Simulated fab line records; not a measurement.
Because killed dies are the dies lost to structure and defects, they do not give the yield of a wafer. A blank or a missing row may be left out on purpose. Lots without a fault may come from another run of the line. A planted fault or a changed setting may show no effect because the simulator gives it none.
A lot that was struck, set against a sound lot || flow n5-finfet || 16 out of 1938 route steps
Sound: wafers L682.1, L682.2, L682.3. Struck: wafers L678.1, L678.4, L678.5. The cause is named last.
Each step with rows lists, per side, the tool, then ch with its chambers, then its first start. Under that, the readings that differ: sound wafers || struck wafers || difference of the means || sigmas: that difference in standard deviations of wafers without a fault.
alike: a reading whose means differ by less than 2 such deviations, as well as words and numbers matching on both sides. not compared: withheld readings; readings where some wafer has no value; bounds like >300 that might hide an equal value; numbers whose values overlap and for which the record gives no deviation.
Wherever a step has rows on one side only, a row that says differs or no value, or a row with sigmas, the two part there. Numbers that don't overlap but have no deviation are shown without sigmas and don't part them. A reading that every wafer of one side lacks parts them only if that side has two wafers or more.

first, 1 step without rows for these wafers: N5_BEOL_M0_SAQP_DEVELOP_13 (develop time 30 s).
N5_BEOL_M0_SAQP_CD_MEAS_14 targets a cd of 42.5 nm.
  sound on cd-sem-01 ch 0, day 10 08:20; struck on cd-sem-02 ch 0, day 9 06:37
  alike: cd-nm
N5_BEOL_M0_SAQP_OVL_MEAS_15:
  sound on overlay-02 ch 0, day 10 08:22; struck on overlay-01 ch 0, day 9 06:39
  alike: M0_CORE_OVL
N5_BEOL_M0_SAQP_INSPECT_16: inspects for defects (brightfield).
  struck on defect-inspect-01, day 9 06:41; sound on defect-inspect-02, day 10 08:24
  alike: raw-defect-count
then, 1 step without rows for these wafers: N5_BEOL_M0_SAQP_DESCUM_19 (chemistry O2, time 7.9 s).
N5_BEOL_M0_SAQP_ETCH_83: etches SiARC in CF4, target depth 39 nm, time 65 s.
  sound on rie-diel-01 ch 1,2,3, day 10 08:28; struck on rie-diel-01 ch 1,3, day 9 06:45
  alike: bias-w, drypump-motor-current-A, etch-rf-on-time-s, oes-product-au, rf-vpp-V, showerhead-plenum-p-Torr, throttle-valve-pct
  not compared: rf-hours-counter-h
N5_BEOL_M0_SAQP_ETCH_84: etches SOC in N2/H2, target depth 100 nm, overetch 20 nm, time 150 s.
  sound on rie-diel-01 ch 1,2,3, day 10 08:31; struck on rie-diel-01 ch 1,3, day 9 06:48
  alike: bias-w, drypump-motor-current-A, oes-product-au, rf-vpp-V, showerhead-plenum-p-Torr, throttle-valve-pct
  not compared: rf-hours-counter-h
then, 1 step without rows for these wafers: N5_BEOL_M0_SAQP_STRIP_80 (strips in N2/H2).
N5_BEOL_M0_SAQP_HM_OPEN_112: chemistry CHF3/O2, target SiO2, stops on a-Si, target depth 12 nm, time 13.5 s.
  sound on rie-diel-01 ch 1,2,3, day 10 08:37; struck on rie-diel-01 ch 1,3, day 9 06:54
  alike: bias-w, drypump-motor-current-A, oes_ar_750_au, oes-product-au, rf-vpp-V, showerhead-plenum-p-Torr, throttle-valve-pct
  not compared: rf-hours-counter-h
then, 1 step without rows for these wafers: N5_BEOL_M0_SAQP_STRIP_113 (strips in CHF3/O2).
N5_BEOL_M0_SAQP_MANDREL_ETCH_20: etches a-Si in HBr/Cl2, stops on SiNx, target depth 60 nm, bt time 10 s, time 30 s.
  sound on rie-si-06 ch 0,2,3, day 10 08:43; struck on rie-si-06 ch 0,1,2, day 9 06:59
  alike: bias-w, drypump-motor-current-A, oes-product-au, throttle-valve-pct
  not compared: rf-hours-counter-h
N5_BEOL_M0_SAQP_STRIP_86: strips in N2/H2.
  sound on rie-diel-03 ch 0,2,3, day 10 08:53; struck on rie-diel-04 ch 0,1,2, day 9 07:05
  alike: bias-power-w, chamber-pressure-mTorr, drypump-motor-current-A, oes-product-au, rf-vpp-V, showerhead-plenum-p-Torr, throttle-valve-pct
  not compared: rf-hours-counter-h
N5_BEOL_M0_SAQP_STRIP_115: strips in post etch residue remover, time 60 s.
  sound on wet-bench-05 ch 3,4,5, day 10 08:57; struck on wet-bench-03 ch 0,2,5, day 9 07:09
  no value came back on the struck wafers for run-length-s (s), temp-c (C); on the sound wafers run-length-s (s) reads 65.2 66.1 66.1
then, 1 step without rows for these wafers: N5_BEOL_M0_SAQP_SRD_93 (time 30 s).
-- the record jumps here: 4 days lie between the struck wafers' starts before and after (it left off in module BEOL_M0_SAQP and takes up again in module BEOL_M4, whose first step shown is number 1111 of the route) --
N5_BEOL_M4_RC_MEAS_101:
  sound on prober-02 ch 0, day 13 08:51; struck on prober-01 ch 0, day 13 03:11
  alike: DIBL_N, DIBL_P, IOFF_N, IOFF_P, ION_N, ION_P, SS_N, SS_P, VT_N, VT_P
-- the record jumps here: 5 days lie between the struck wafers' starts before and after (it left off in module BEOL_M4 and takes up again in module PASSIVATION, whose first step shown is number 1936 of the route) --
N5_PASSIVATION_PROBE_49:
  only the struck wafers here have rows in the record (prober-01, day 18 04:01); the sound ones have none

WHERE THEY PART
First at N5_BEOL_M0_SAQP_STRIP_115; last, within this record, at N5_PASSIVATION_PROBE_49.

WHY: whatever the simulator had introduced
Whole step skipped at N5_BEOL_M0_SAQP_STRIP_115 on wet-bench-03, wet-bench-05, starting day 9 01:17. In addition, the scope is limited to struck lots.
